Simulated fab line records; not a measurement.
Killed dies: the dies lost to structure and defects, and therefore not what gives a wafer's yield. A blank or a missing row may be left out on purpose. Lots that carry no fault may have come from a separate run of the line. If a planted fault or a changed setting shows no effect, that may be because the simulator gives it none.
fab line records -- flow nand-harc
[record] lots = 6, wafers = 18, last-day = 32
route steps=1302 shown A_STAIRCASE@784 END@1302
lots that met no fault: taken from a fault-free run of the same line
start-h: hours from the record's first day to the start of the lot's first wafer shown -- wait-h: hours from the lot's prior step to this one -- " repeats the value in the row above -- L1.1+2: a row that stands for several wafers -- - value missing, or start not given -- * or withheld: withheld -- < > ~ a bound
route shown NAME@n: names a module that has steps shown in the file, with the first one's number in the route -- usual: average and standard deviation across the fault-free wafers -- same: alike in all rows -- chamber/n: place in a boat -- sites: each site's reading -- _std_site: the values' standard deviation -- _edge_site: the outer-site mean with the inner-site mean subtracted -- radius-mm: for every site, how far away it sits from the centre of the wafer -- mask NAME#n: copy n -- behind: the tool/chamber that last shaped the wafer -- hold: why the lot went on hold/how many hours it stayed there/how the hold came to an end -- device: transistor that didn't switch, given as n, p or np -- end of line: the route-end tests of the same wafers -- a step with no rows: only its recipe -- killed: the dies lost at the first sort to structure and to defects; this is not the yield of the wafer -- map: a wafer's dies, marking killed ones x, the rest . and places with no die _
set.NAME: the setting that was run; set.NAME@STEP: the one run at that earlier step -- model.NAME: the simulator's own value behind a step, which no gauge read
lots seen at some steps along the route; tables by step, rows by wafer
services: the hour from which a tool's chamber was out of use, counted from the record's first day as start-h (under 0 if before that day), plus the number of hours and why
[[steps]]
[step NHARC_A_STAIRCASE_DESCUM_270]
[recipe] time-s = 3, o2-flow-sccm = 200, ar-flow-sccm = 0, bias-power-w = 0, chemistry = O2
[usual] drypump-motor-current-A = 5.7/0.58, oes-product-au = 1.002/0.0093, rf-vpp-V = 57.7/0.84, showerhead-plenum-p-Torr = 1.90/0.098, throttle-valve-pct = 11.311/0.0099
lot.wafer,tool,chamber,start-h,wait-h,drypump-motor-current-A,oes-product-au,rf-hours-counter-h,rf-vpp-V,showerhead-plenum-p-Torr,throttle-valve-pct
L871.3,rie-diel-13,0,373.13,-,6.2,1.003,9,57.6,1.90,11.326
L871.4,rie-diel-13,2,373.13,-,5.3,1.013,4,57.1,1.82,11.304
L871.6,rie-diel-13,0,373.13,-,6.2,0.993,-,58.5,1.90,11.307
L872.4,rie-diel-13,2,393.75,-,5.3,1.011,8,57.4,1.82,11.314
L872.1,rie-diel-13,0,393.75,-,6.2,0.998,14,57.5,1.90,11.313
L872.6,rie-diel-13,2,393.75,-,5.3,1.014,-,57.0,1.82,11.305
L880.4,rie-diel-02,2,471.60,-,6.6,1.018,24,56.8,1.87,11.309
L880.2,rie-diel-02,3,471.60,-,5.9,1.013,16,57.4,1.85,11.282
L880.5,rie-diel-02,2,471.60,-,6.6,1.011,-,56.8,1.87,11.323
L881.4,rie-diel-12,0,480.15,-,4.9,1.001,7,57.9,1.78,11.298
L881.2,rie-diel-12,3,480.15,-,5.7,0.998,10,58.0,1.97,11.306
L881.5,rie-diel-12,0,480.15,-,4.9,1.004,-,58.7,1.78,11.316
L885.1,rie-diel-12,1,526.37,-,6.5,0.999,21,57.4,1.88,11.307
L885.3,rie-diel-12,3,526.37,-,5.8,0.995,25,59.2,1.96,11.298
L885.6,rie-diel-12,1,526.37,-,6.5,1.013,-,56.9,1.88,11.329
L892.4,rie-diel-13,0,578.42,-,6.2,1.002,12,57.5,1.89,11.318
L892.2,rie-diel-13,2,578.42,-,5.3,1.004,15,57.5,1.80,11.323
L892.5,rie-diel-13,0,578.42,-,6.2,1.000,-,57.3,1.89,11.315
[step NHARC_A_STAIRCASE_ETCH_271]
[recipe] cf4-flow-sccm = 100, chf3-flow-sccm = 30, ar-flow-sccm = 0, rf-w = 500, bias-w = 200, chemistry = CF4/CHF3
[usual] bias-w = 200.0/0.58, drypump-motor-current-A = 5.7/0.57, oes-product-au = 0.958/0.021, rf-vpp-V = 370.3/2.7, showerhead-plenum-p-Torr = 1.57/0.08, throttle-valve-pct = 16.803/0.0093
lot.wafer,tool,chamber,start-h,wait-h,bias-w,drypump-motor-current-A,oes-product-au,rf-hours-counter-h,rf-vpp-V,showerhead-plenum-p-Torr,throttle-valve-pct
L871.4,rie-diel-13,3,373.21,0.1,200.7,5.4,0.962,9,371.8,1.63,16.783
L871.3,rie-diel-13,2,373.21,0.1,199.6,5.3,0.979,4,366.9,1.50,16.784
L871.6,rie-diel-13,0,373.21,0.1,200.0,6.2,0.967,-,371.1,1.57,16.807
L872.1,rie-diel-13,3,393.83,0.1,200.8,5.4,0.986,13,372.0,1.63,16.799
L872.4,rie-diel-13,1,393.83,0.1,200.2,6.2,0.966,13,367.0,1.47,16.826
L872.6,rie-diel-13,3,393.83,0.1,200.9,5.4,0.985,-,373.1,1.63,16.789
L880.4,rie-diel-02,1,471.68,0.1,199.3,5.0,0.950,28,373.9,1.69,16.803
L880.2,rie-diel-02,2,471.68,0.1,199.5,6.6,0.955,24,370.4,1.54,16.821
L880.5,rie-diel-02,1,471.68,0.1,200.0,5.0,0.960,-,374.3,1.69,16.802
L881.4,rie-diel-12,3,480.30,0.1,200.3,5.7,0.917,10,372.1,1.61,16.798
L881.2,rie-diel-12,0,480.30,0.1,200.0,4.9,0.920,7,366.6,1.47,16.815
L881.5,rie-diel-12,2,480.30,0.1,200.6,5.1,0.928,-,373.3,1.70,16.807
L885.1,rie-diel-12,2,526.45,0.1,199.6,5.1,0.988,26,375.1,1.69,16.797
L885.3,rie-diel-12,0,526.45,0.1,199.8,4.9,0.950,23,364.8,1.47,16.796
L885.6,rie-diel-12,2,526.45,0.1,199.9,5.1,0.992,-,375.8,1.69,16.814
L892.2,rie-diel-13,0,578.50,0.1,199.3,6.2,0.962,12,369.7,1.55,16.815
L892.4,rie-diel-13,2,578.50,0.1,199.7,5.3,0.980,15,368.4,1.49,16.814
L892.5,rie-diel-13,1,578.50,0.1,199.7,6.3,1.001,-,365.0,1.46,16.817
[step NHARC_A_STAIRCASE_HM_OPEN_457]
[recipe] o2-flow-sccm = 400, cos-flow-sccm = 20, ar-flow-sccm = 0, rf-w = 500, bias-w = 300, chemistry = O2/COS
[usual] bias-w = 300.0/0.89, drypump-motor-current-A = 5.8/0.6, oes-product-au = 1.001/0.0087, rf-vpp-V = 466/3.2, showerhead-plenum-p-Torr = 3.09/0.15, throttle-valve-pct = 28.331/0.0086
lot.wafer,tool,chamber,start-h,wait-h,bias-w,drypump-motor-current-A,oes-product-au,rf-hours-counter-h,rf-vpp-V,showerhead-plenum-p-Torr,throttle-valve-pct
L871.3,rie-diel-13,0,-,-,299.8,6.2,0.991,9,467,3.11,28.317
L871.4,rie-diel-13,3,-,-,300.2,5.4,1.011,9,469,3.24,28.311
L871.6,rie-diel-13,0,-,-,301.6,6.2,0.997,-,468,3.11,28.337
L872.1,rie-diel-13,0,-,-,301.1,6.2,1.013,14,467,3.10,28.328
L872.4,rie-diel-13,1,-,-,300.1,6.3,1.010,13,463,2.93,28.332
L872.6,rie-diel-13,0,-,-,299.5,6.3,1.005,-,466,3.10,28.335
L880.4,rie-diel-02,1,-,-,299.8,5.0,0.981,28,471,3.36,28.329
L880.2,rie-diel-02,2,-,-,299.5,6.6,1.005,24,467,3.06,28.342
L880.5,rie-diel-02,1,-,-,299.1,5.0,0.988,-,471,3.36,28.332
L881.2,rie-diel-12,1,-,-,301.2,6.5,0.997,5,465,3.08,28.337
L881.4,rie-diel-12,2,-,-,299.2,5.1,1.005,9,472,3.37,28.331
L881.5,rie-diel-12,0,-,-,300.0,4.9,0.996,-,463,2.92,28.330
L885.3,rie-diel-12,0,-,-,299.5,4.9,1.003,23,463,2.92,28.337
L885.1,rie-diel-12,1,-,-,301.1,6.5,1.008,21,466,3.07,28.325
L885.6,rie-diel-12,0,-,-,299.7,4.9,1.001,-,463,2.92,28.333
L892.4,rie-diel-13,0,-,-,299.7,6.2,1.000,12,467,3.08,28.341
L892.2,rie-diel-13,1,-,-,299.8,6.3,1.010,15,463,2.90,28.322
L892.5,rie-diel-13,0,-,-,300.0,6.2,1.004,-,468,3.08,28.328
[step NHARC_A_STAIRCASE_STRIP_458]
[recipe] o2-flow-sccm = 400, cos-flow-sccm = 20, ar-flow-sccm = 0, bias-w = 0, chemistry = O2/COS
[step NHARC_A_STAIRCASE_ETCH_451]
[recipe] target-depth-a = 300, overetch-a = 30, time-s = 16.5, ion-energy-ev = 100, cf4-flow-sccm = 80, o2-flow-sccm = 20, ar-flow-sccm = 0, rf-w = 300, bias-w = 100, chemistry = CF4/O2
[step NHARC_A_STAIRCASE_ETCH_273]
[recipe] target-depth-a = 1.02e+05, time-s = 2468.6, ion-energy-ev = 800, c4f8-flow-sccm = 80, o2-flow-sccm = 60, ar-flow-sccm = withheld, rf-w = 600, bias-w = 3000, chemistry = C4F8/O2/Ar
[usual] bias-w = 2999/9, oes-product-au = 0.940/0.012, rf-vpp-V = 1825/13
lot.wafer,tool,chamber,start-h,wait-h,bias-w,oes-product-au,rf-hours-counter-h,rf-vpp-V
L871.4,rie-diel-13,1,-,-,3016,0.934,9,1811
L871.3,rie-diel-13,2,-,-,3007,0.967,5,1814
L871.6,rie-diel-13,0,-,-,2993,0.927,-,1825
L872.4,rie-diel-13,3,-,-,3015,0.947,13,1837
L872.1,rie-diel-13,2,-,-,3001,0.949,9,1815
L872.6,rie-diel-13,0,-,-,2999,0.945,-,1825
L880.4,rie-diel-02,3,-,-,3001,0.946,17,1818
L880.2,rie-diel-02,0,-,-,3001,0.948,23,1844
L880.5,rie-diel-02,0,-,-,2999,0.950,-,1845
L881.4,rie-diel-12,2,-,-,2980,0.944,11,1847
L881.2,rie-diel-12,1,-,-,2989,0.943,6,1824
L881.5,rie-diel-12,2,-,-,3017,0.937,-,1847
L885.1,rie-diel-12,3,-,-,2992,0.935,26,1833
L885.3,rie-diel-12,0,-,-,3004,0.937,23,1809
L885.6,rie-diel-12,2,-,-,2987,0.950,-,1846
L892.2,rie-diel-13,3,-,-,3000,0.941,13,1835
L892.4,rie-diel-13,0,-,-,3015,0.940,13,1823
L892.5,rie-diel-13,3,-,-,2998,0.940,-,1836
[step NHARC_A_STAIRCASE_STRIP_274]
[recipe] o2-flow-sccm = 500, ar-flow-sccm = 0, bias-w = 0, chemistry = O2
[usual] drypump-motor-current-A = 5.7/0.58, oes-product-au = 1.001/0.0085, rf-vpp-V = 57.7/0.96, showerhead-plenum-p-Torr = 3.50/0.17, throttle-valve-pct = 17.037/0.0086
[same] bias-w = 0
lot.wafer,tool,chamber,start-h,wait-h,drypump-motor-current-A,oes-product-au,rf-hours-counter-h,rf-vpp-V,showerhead-plenum-p-Torr,throttle-valve-pct
L871.4,rie-diel-13,2,-,-,5.3,1.002,5,57.7,3.37,17.047
L871.3,rie-diel-13,0,-,-,6.2,0.999,10,58.6,3.51,17.039
L871.6,rie-diel-13,2,-,-,5.2,1.005,-,57.8,3.37,17.033
L872.1,rie-diel-13,1,-,-,6.3,1.005,13,56.9,3.31,17.033
L872.4,rie-diel-13,2,-,-,5.3,0.994,9,57.3,3.37,17.036
L872.6,rie-diel-13,0,-,-,6.2,0.995,-,59.1,3.51,17.040
L880.4,rie-diel-02,2,-,-,6.6,1.005,25,57.6,3.45,17.041
L880.2,rie-diel-02,3,-,-,5.9,1.010,18,58.5,3.41,17.042
L880.5,rie-diel-02,3,-,-,5.9,1.002,-,57.1,3.41,17.029
L881.2,rie-diel-12,2,-,-,5.1,1.013,12,57.7,3.80,17.038
L881.4,rie-diel-12,1,-,-,6.5,1.012,6,57.9,3.48,17.035
L881.5,rie-diel-12,2,-,-,5.1,1.013,-,59.3,3.80,17.043
L885.1,rie-diel-12,1,-,-,6.5,1.008,22,56.9,3.47,17.024
L885.3,rie-diel-12,3,-,-,5.7,0.998,27,56.1,3.61,17.026
L885.6,rie-diel-12,2,-,-,5.1,1.011,-,59.0,3.79,17.043
L892.2,rie-diel-13,2,-,-,5.3,1.003,17,56.8,3.34,17.035
L892.4,rie-diel-13,3,-,-,5.4,1.011,15,57.8,3.62,17.042
L892.5,rie-diel-13,2,-,-,5.3,0.997,-,57.3,3.34,17.024
[step NHARC_A_STAIRCASE_STRIP_275]
[recipe] time-s = 900, temp-c = 130, chemistry = SPM
[step NHARC_A_STAIRCASE_PRECLEAN_276]
[recipe] time-s = *, temp-c = 50, bath-age-min = 0, chemistry = SC1
[step NHARC_A_STAIRCASE_SRD_277]
[step NHARC_A_STAIRCASE_HM_DEP_459]
[recipe] target-thk-a = 15000, temp-c = 400, material = aC
[step NHARC_A_STAIRCASE_DEP_280]
[recipe] target-thk-a = 300, target-thk-nm = 30, temp-c = 400, pressure-torr = 3.5, flow-sccm = 200, rf-w = 350, material = SiON
[usual] heater-power-outer-w = 433/70, heater-power-w = 733/120, rf-fwd-power-W = 348.6/1.1, showerhead-vpp-V = 1172/68
lot.wafer,tool,chamber,start-h,wait-h,heater-power-outer-w,heater-power-w,rf-fwd-power-W,showerhead-vpp-V,since-wet-clean-h
L871.3,pecvd-01,1,380.05,0.9,563,994,348.9,1149,56
L871.6,pecvd-01,1,380.05,0.9,578,994,347.8,1155,-
L871.4,pecvd-01,0,380.05,0.9,374,591,348.7,1241,-
L872.1,pecvd-02,1,398.68,1.6,468,875,348.1,1198,159
L872.4,pecvd-02,0,398.68,1.6,390,674,349.8,1167,-
L872.6,pecvd-02,1,398.68,1.6,479,873,348.5,1174,-
L880.2,pecvd-02,2,476.65,1.3,384,637,351.0,1043,55
L880.5,pecvd-02,0,476.65,1.3,389,633,207.5,897,-
L880.4,pecvd-02,2,476.65,1.3,376,650,349.6,1051,-
L881.2,pecvd-02,0,485.92,1.3,446,715,209.3,899,65
L881.4,pecvd-02,1,485.92,1.3,453,837,349.0,1196,-
L881.5,pecvd-02,0,485.92,1.3,448,728,207.9,914,-
L885.1,pecvd-01,1,531.41,1.6,578,964,347.6,1163,26
L885.3,pecvd-01,2,531.41,1.6,435,766,345.2,1219,26
L885.6,pecvd-01,0,531.41,1.6,388,587,349.1,1233,-
L892.2,pecvd-01,1,584.38,1.2,577,1004,348.2,1137,79
L892.5,pecvd-01,1,584.38,1.2,596,991,346.8,1172,-
L892.4,pecvd-01,0,584.38,1.2,375,570,347.0,1242,-
[step NHARC_A_STAIRCASE_DEHYDRATE_281]
[recipe] temp-c = 150, time-s = 120
[step NHARC_END_SORT_01]
[recipe] temp-c = 25
[usual] killed-at-array = 53/18, killed-at-other = 1.0/1.2, killed-at-periphery = 3.6/2.4, killed-dies = 58/18, killed-open = 3.4/1.8, killed-short = 2.3/1.5
[same] gross-dies = 677
lot.wafer,tool,chamber,start-h,wait-h,killed-at-array,killed-at-other,killed-at-periphery,killed-dies,killed-open,killed-short
L871.3,prober-01,0,573.18,3.1,71,1,7,79,4,2
L871.4,prober-01,0,573.98,3.4,65,0,7,72,4,0
L871.6,prober-01,0,575.59,4.0,85,1,6,92,0,1
L872.1,prober-01,0,579.43,2.5,63,0,4,67,5,3
L872.4,prober-01,0,581.84,3.4,86,0,6,92,6,3
L872.6,prober-01,0,583.44,4.0,77,0,5,82,4,0
// killed by level:class
L871.3 A_CHANNEL_HOLE_D1:chamber-film-flake=26 A_CHANNEL_HOLE_D2:chamber-film-flake=20 A_SLIT:chamber-film-flake=13 P_M2:chamber-film-flake=6 A_STAIRCASE:chamber-film-flake=3 A_DECK1_JOINT:chamber-film-flake=2 A_SOURCE_PLATE:geometric-particle:open=1 A_ONON_D1:geometric-particle:open=1
L871.4 A_CHANNEL_HOLE_D2:chamber-film-flake=25 A_SLIT:chamber-film-flake=17 A_CHANNEL_HOLE_D1:chamber-film-flake=15 P_M2:chamber-film-flake=7 A_SOURCE_PLATE:geometric-particle:open=1 A_ONON_D1:geometric-particle:open=1 A_CHANNEL_FILL_D1:geometric-particle:open=1 A_BLC:geometric-particle:open=1
L871.6 A_CHANNEL_HOLE_D2:chamber-film-flake=31 A_CHANNEL_HOLE_D1:chamber-film-flake=28 A_SLIT:chamber-film-flake=16 P_M2:chamber-film-flake=6 A_DECK1_JOINT:chamber-film-flake=4 A_STAIRCASE:chamber-film-flake=4 A_DECK1_JOINT:geometric-particle:short=1 A_CHANNEL_FILL_D2:chamber-film-flake=1
L872.1 A_CHANNEL_HOLE_D1:chamber-film-flake=19 A_CHANNEL_HOLE_D2:chamber-film-flake=18 A_SLIT:chamber-film-flake=14 A_STAIRCASE:chamber-film-flake=3 A_CONTACT:geometric-particle:open=2 P_CONTACT:geometric-particle:short=1 A_CHANNEL_HOLE_D1:geometric-particle:short=1 P_STI:chamber-film-flake=1
L872.4 A_CHANNEL_HOLE_D2:chamber-film-flake=32 A_CHANNEL_HOLE_D1:chamber-film-flake=28 A_SLIT:chamber-film-flake=15 P_GATE:chamber-film-flake=3 A_CONTACT:chamber-film-flake=3 A_STAIRCASE:chamber-film-flake=2 P_CONTACT:geometric-particle:open=1 P_CONTACT:geometric-particle:short=1
L872.6 A_CHANNEL_HOLE_D1:chamber-film-flake=28 A_CHANNEL_HOLE_D2:chamber-film-flake=23 A_SLIT:chamber-film-flake=19 A_STAIRCASE:chamber-film-flake=4 P_M0:geometric-particle:open=2 P_STI:chamber-film-flake=2 A_WL_FILL:geometric-particle:open=1 A_M0:geometric-particle:open=1
[[services]]
tool,chamber,start-h,hours,kind
rie-diel-13,0,353.18,-,clean
rie-diel-13,0,353.18,-,consumable-replace:esc
rie-diel-13,1,353.18,-,clean
rie-diel-13,2,353.18,-,clean
rie-diel-13,3,353.18,-,clean
rie-diel-13,-,359.23,0.7,repair
rie-diel-13,2,366.09,6.4,repair
rie-diel-02,0,377.40,2.1,repair
rie-diel-12,2,378.86,2.6,repair
pecvd-02,1,386.20,9.0,repair
rie-diel-02,-,394.46,9.0,pm
pecvd-02,-,408.34,13.0,pm
rie-diel-13,-,423.11,5.7,repair
rie-diel-02,0,424.08,12.3,repair
pecvd-01,-,429.33,1.6,repair
rie-diel-02,3,434.93,28.6,repair
rie-diel-12,-,445.82,9.0,pm
rie-diel-12,1,469.74,9.5,repair
rie-diel-13,0,475.54,6.6,repair
pecvd-01,-,492.00,13.0,pm
rie-diel-13,3,499.83,6.7,repair
pecvd-02,-,505.33,0.4,repair
rie-diel-13,-,521.79,9.0,pm
rie-diel-02,2,547.77,7.8,repair
[[key]]
[first-sign] step = NHARC_A_STAIRCASE_DEP_280, reading = rf-fwd-power-W, direction = down, sigmas = 99+, usual = *, struck = *
[effect] step = NHARC_A_STAIRCASE_DEP_280, reading = showerhead-vpp-V, direction = down, sigmas = 3.9, usual = 1172, struck = 903
met-at NHARC_A_STAIRCASE_DEP_280
struck-wafers L880.5,L881.2,L881.5
tester-left-out L880,L881
onset-between 398.68 476.65
[fault] kind = process-parameter-drift, tool = pecvd-02, chamber = 0, onset-h = 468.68, steps = NHARC_A_STAIRCASE_DEP_280, channel = rf-w, offset = *, shape = step, end-h = 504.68, acts-in = *, stated = *
// tester-left-out: of these lots the tester's yield and bins aren't shown, on N5 and GAA mostly nor the transistor test; their killed dies are dies lost to structure and defects alone, not to doping, threshold or leakage, so they don't give the yield
